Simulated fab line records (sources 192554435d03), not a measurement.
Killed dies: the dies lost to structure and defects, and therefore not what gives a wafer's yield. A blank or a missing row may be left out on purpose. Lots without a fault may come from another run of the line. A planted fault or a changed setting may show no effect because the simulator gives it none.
What tool caused it? -- flow n5Finfet -- 30 wafers from 10 lots sampled at 5 of the route's 1938 steps

WHAT EACH GAUGE READ, for each wafer
N5_MOL_CONTACT_COAG_CD_MEAS_99 targets a cd of 17.2 nm. Usual: 17.3 nm for cdNm, sd 0.31.
lot,measured,on,cdNm (nm),flag
L444,day 6 00:31,cdSem-03,17.3 17.6 17.3,
L449,day 6 02:03,cdSem-03,17.4 17.6 17.2,
L452,day 6 17:33,cdSem-01,16.9 16.9 16.9,
L456,day 8 01:37,cdSem-02,17.5 17.4 17.5,
L457,day 8 05:03,cdSem-01,17.0 17.1 17.5,
L459,day 8 15:49,cdSem-03,17.2 17.2 17.7,
L461,day 9 02:53,cdSem-02,17.8 17.7 17.8,
L462,day 9 05:04,cdSem-03,17.0 17.2 17.3,
L466,day 10 04:57,cdSem-02,17.1 17.1 17.0,
L467,day 10 13:32,cdSem-03,17.3 17.3 17.7,

N5_BEOL_M4_RC_MEAS_101. Usual: DIBL_N 37.1 mV/V, standard deviation 1.8; DIBL_P 37.2 mV/V, standard deviation 2.1; IOFF_N 0.17 nA/um, standard deviation 0.033; IOFF_P 0.22 nA/um, standard deviation 0.037; ION_N 680 uA/um, standard deviation 11; ION_P 464 uA/um, standard deviation 7.7; RC_DENSE_N 19.0 ohm.um, standard deviation 0.47; RC_DENSE_P 23.7 ohm.um, standard deviation 0.53; RC_N 15.4 ohm.um, standard deviation 0.38; RC_P 19.3 ohm.um, standard deviation 0.43; REXT_N 75.2 ohm.um, standard deviation 1.9; REXT_P 100.9 ohm.um, standard deviation 2.7; SS_N 71.7 mV/dec, standard deviation 0.63; SS_P 73.6 mV/dec, standard deviation 0.67; VT_N 248.9 mV, standard deviation 2.9; VT_P -251 mV, standard deviation 3.6.
lot,measured,on,DIBL_N (mV/V),DIBL_P (mV/V),IOFF_N (nA/um),IOFF_P (nA/um),ION_N (uA/um),ION_P (uA/um),RC_DENSE_N (ohm.um),RC_DENSE_P (ohm.um),RC_N (ohm.um),RC_P (ohm.um),REXT_N (ohm.um),REXT_P (ohm.um),SS_N (mV/dec),SS_P (mV/dec),VT_N (mV),VT_P (mV),flag
L444,day 9 21:03,prober-02,37.9 38.6 38.9,37.9 38.6 40.7,0.17 0.19 0.21,0.20 0.22 0.26,671 677 713,454 459 480,18.9 18.8 18.6,23.5 23.4 23.2,15.3 15.3 15.3,19.2 18.9 19.0,74.7 74.8 75.2,97.5 96.6 96.8,72.0 72.0 71.7,73.3 73.4 73.4,250.8 247.7 244.9,-250 -249 -249,
L449,day 10 00:26,prober-02,37.3 39.4 37.5,37.8 38.5 36.9,0.18 0.21 0.18,0.23 0.24 0.22,690 693 689,467 462 468,18.7 18.6 18.5,23.4 23.2 22.8,15.3 15.1 15.1,19.2 18.9 18.9,74.7 73.7 73.4,100.0 100.7 100.1,71.9 72.3 71.6,74.0 74.5 73.8,246.8 245.6 246.4,-249 -248 -249,
L452,day 10 03:49,prober-01,37.7 37.6 34.5,37.9 37.6 35.4,0.15 0.16 0.11,0.19 0.18 0.15,665 673 655,458 454 452,19.5 18.8 19.8,24.3 23.3 24.5,15.9 15.2 15.9,19.8 19.0 20.1,76.2 74.8 77.9,99.6 100.0 98.9,71.3 71.9 70.6,74.0 72.9 73.1,251.8 252.4 255.9,-255 -257 -258,
L456,day 11 19:04,prober-02,39.2 37.0 38.2,40.1 38.1 39.8,0.20 0.16 0.20,0.23 0.19 0.23,673 679 686,452 458 465,18.9 18.8 18.9,24.0 23.7 23.7,15.6 15.3 15.4,19.7 19.4 19.4,77.0 76.7 76.5,103.7 104.7 102.1,72.7 71.3 72.0,74.4 74.2 74.5,249.5 249.1 248.2,-252 -253 -250,
L457,day 12 19:37,prober-02,38.4 40.1 35.5,37.8 40.3 35.3,0.18 0.21 0.12,0.22 0.27 0.19,676 688 671,461 474 467,20.0 18.7 19.2,24.1 23.1 23.5,16.1 15.2 15.6,19.9 18.7 19.1,78.9 77.4 79.5,99.7 96.8 97.9,70.8 71.5 70.7,73.7 74.3 73.8,247.8 247.0 252.9,-251 -247 -252,
L459,day 12 17:54,prober-02,38.3 40.4 36.9,39.1 40.5 39.4,0.20 0.23 0.18,0.21 0.25 0.22,682 686 683,458 463 467,19.0 19.7 18.9,23.7 24.6 23.5,15.4 16.0 15.4,19.2 19.8 19.2,73.3 74.5 74.9,101.3 102.2 99.9,72.4 72.7 71.5,73.3 74.5 73.8,247.9 246.6 246.6,-251 -248 -250,
L461,day 12 22:01,prober-01,36.6 35.4 39.7,36.0 34.3 38.6,0.15 0.13 0.21,0.20 0.18 0.24,652 666 651,449 459 443,37.1 38.4 38.3,47.2 48.8 48.8,30.5 31.2 31.4,38.9 40.0 39.9,87.2 86.9 88.3,118.1 119.1 120.1,71.4 71.3 72.8,73.1 73.1 73.6,251.9 251.6 248.7,-249 -252 -250,OFF
L462,day 12 22:56,prober-01,33.3 34.8,35.1 38.0,0.13 0.15,0.18 0.23,653 656,448 458,39.6 40.5,50.1 50.0,33.0 32.7,40.6 40.8,91.4 94.0,119.3 118.6,70.6 71.7,73.1 74.3,252.0 249.5,-251 -248,OFF
L466,day 14 10:52,prober-02,39.5 40.7 37.4,39.0 38.9 35.8,0.18 0.21 0.16,0.24 0.24 0.20,664 678 680,463 461 461,19.1 19.3 18.2,24.3 24.7 23.1,15.6 15.7 14.9,20.0 19.9 19.0,75.6 75.5 74.5,100.9 101.4 99.5,71.9 73.2 71.3,73.9 74.5 73.8,249.3 247.9 250.8,-248 -247 -250,
L467,day 14 13:47,prober-02,40.8 35.2 37.1,40.8 34.0 36.9,0.27 0.13 0.18,0.34 0.20 0.25,703 677 679,477 463 467,18.8 18.6 18.1,23.6 23.4 22.5,15.3 15.2 14.6,19.5 18.8 18.4,74.6 74.9 74.2,101.6 100.7 100.5,73.1 72.0 71.7,74.0 72.0 73.6,242.1 251.3 248.0,-241 -248 -244,

TOOL THAT RAN EACH LOT (tool first, then ch and the chambers of the sampled wafers, then the start)
lot,N5_MOL_CONTACT_COAG_IMPLANT_129,N5_MOL_CONTACT_COAG_SIL_ANNEAL_21,N5_MOL_CONTACT_COAG_PRE_CLEAN_141
L444,"implanter-02 ch 0, day 6 00:32","rtpAnneal-01 ch 0, day 6 02:50","pvdSputter-03, day 6 03:26"
L449,"implanter-01 ch 0, day 6 02:09","rtpAnneal-01 ch 0, day 6 03:21","pvdSputter-01, day 6 03:49"
L452,"implanter-02 ch 0, day 6 17:35","rtpAnneal-02 ch 0, day 6 18:34","pvdSputter-03, day 6 19:13"
L456,"implanter-02 ch 0, day 8 01:38","rtpAnneal-01 ch 0, day 8 02:47","pvdSputter-01, day 8 03:00"
L457,"implanter-01 ch 0, day 8 05:05","rtpAnneal-02 ch 0, day 8 06:01","pvdSputter-03, day 8 07:53"
L459,"implanter-02 ch 0, day 8 15:53","rtpAnneal-01 ch 0, day 8 17:01","pvdSputter-01, day 8 18:26"
L461,"implanter-02, day 9 02:58","rtpAnneal-02 ch 0, day 9 04:32","pvdSputter-02, day 9 05:19"
L462,"implanter-02, day 9 05:10","rtpAnneal-01 ch 0, day 9 06:29","pvdSputter-01, day 9 06:39"
L466,"implanter-01 ch 0, day 10 05:01","rtpAnneal-01 ch 0, day 10 07:41","pvdSputter-03, day 10 08:27"
L467,"implanter-02 ch 0, day 10 13:36","rtpAnneal-01 ch 0, day 10 16:08","pvdSputter-03, day 10 19:01"
- N5_MOL_CONTACT_COAG_IMPLANT_129
- N5_MOL_CONTACT_COAG_SIL_ANNEAL_21: time 60 s.
- N5_MOL_CONTACT_COAG_PRE_CLEAN_141: time 60 s.

AS READ BY THE TOOLS THEMSELVES (means over the sampled wafers that have a number; for cases with no such wafer, the mark the record gives instead)
N5_MOL_CONTACT_COAG_IMPLANT_129. Usual: beamEnergyKeV 3.0002, standard deviation 0.00097; beamOnS 43.8 s, standard deviation 1.1.
lot,tool,beamEnergyKeV,beamOnS (s),flag
L444,implanter-02,3.0006,43.9,
L449,implanter-01,3.0006,42.5,
L452,implanter-02,3.0007,43.3,
L456,implanter-02,3.0002,45.0,
L457,implanter-01,3.0003,43.1,
L459,implanter-02,2.9993,43.4,
L461,implanter-02,-,-,OFF
L462,implanter-02,-,-,OFF
L466,implanter-01,3.0005,43.0,
L467,implanter-02,2.9994,44.0,

N5_MOL_CONTACT_COAG_SIL_ANNEAL_21. Usual: lampPowerPct 5.34 %, standard deviation 0.055; lamp_zone_7_pct 5.61 %, standard deviation 0.058; wafer_temp_C_max 552.2, standard deviation 0.57.
lot,tool,lampPowerPct (%),lamp_zone_7_pct (%),wafer_temp_C_max,flag
L444,rtpAnneal-01,5.28,5.55,552.7,
L449,rtpAnneal-01,5.28,5.54,552.6,
L452,rtpAnneal-02,5.39,5.66,551.4,
L456,rtpAnneal-01,5.28,5.54,552.5,
L457,rtpAnneal-02,5.39,5.67,551.8,
L459,rtpAnneal-01,5.27,5.55,552.8,
L461,rtpAnneal-02,5.38,5.67,552.2,
L462,rtpAnneal-01,5.28,5.55,552.4,
L466,rtpAnneal-01,5.27,5.54,552.3,
L467,rtpAnneal-01,5.28,5.54,552.6,

N5_MOL_CONTACT_COAG_PRE_CLEAN_141. Usual: 448 W for heaterPowerW, sd 40.
lot,tool,heaterPowerW (W),flag
L444,pvdSputter-03,433,
L449,pvdSputter-01,445,
L452,pvdSputter-03,431,
L456,pvdSputter-01,442,
L457,pvdSputter-03,426,
L459,pvdSputter-01,450,
L461,pvdSputter-02,484,
L462,pvdSputter-01,444,
L466,pvdSputter-03,432,
L467,pvdSputter-03,435,

THE ANSWER, worked out from the rows above alone
Rule: a lot is off if the mean of its wafers that have a number lies more than 3 standard deviations from the usual mean. A lot without any number at a reading at which 4 lots or more have one is off too. The other lots that the step has rows for count as sound. First the gauges in route order, then the tools' own readings, where a lot's mean is used as printed above. The first step at which some lot is off is used, and at that step the reading that is off furthest; a lot without a number counts as furthest.
Off: L461, L462, at N5_BEOL_M4_RC_MEAS_101 (RC_P).
If a tool, at a process step before that reading, ran all the lots that are off and no sound lot after the first of them, it fits. The gauges at N5_BEOL_M4_RC_MEAS_101 aren't tried: what is off there is off at N5_MOL_CONTACT_COAG_IMPLANT_129 too, on other tools, and a gauge's error can't cause that. No candidate that was tried fits.

WHAT THE SIMULATOR PUT IN
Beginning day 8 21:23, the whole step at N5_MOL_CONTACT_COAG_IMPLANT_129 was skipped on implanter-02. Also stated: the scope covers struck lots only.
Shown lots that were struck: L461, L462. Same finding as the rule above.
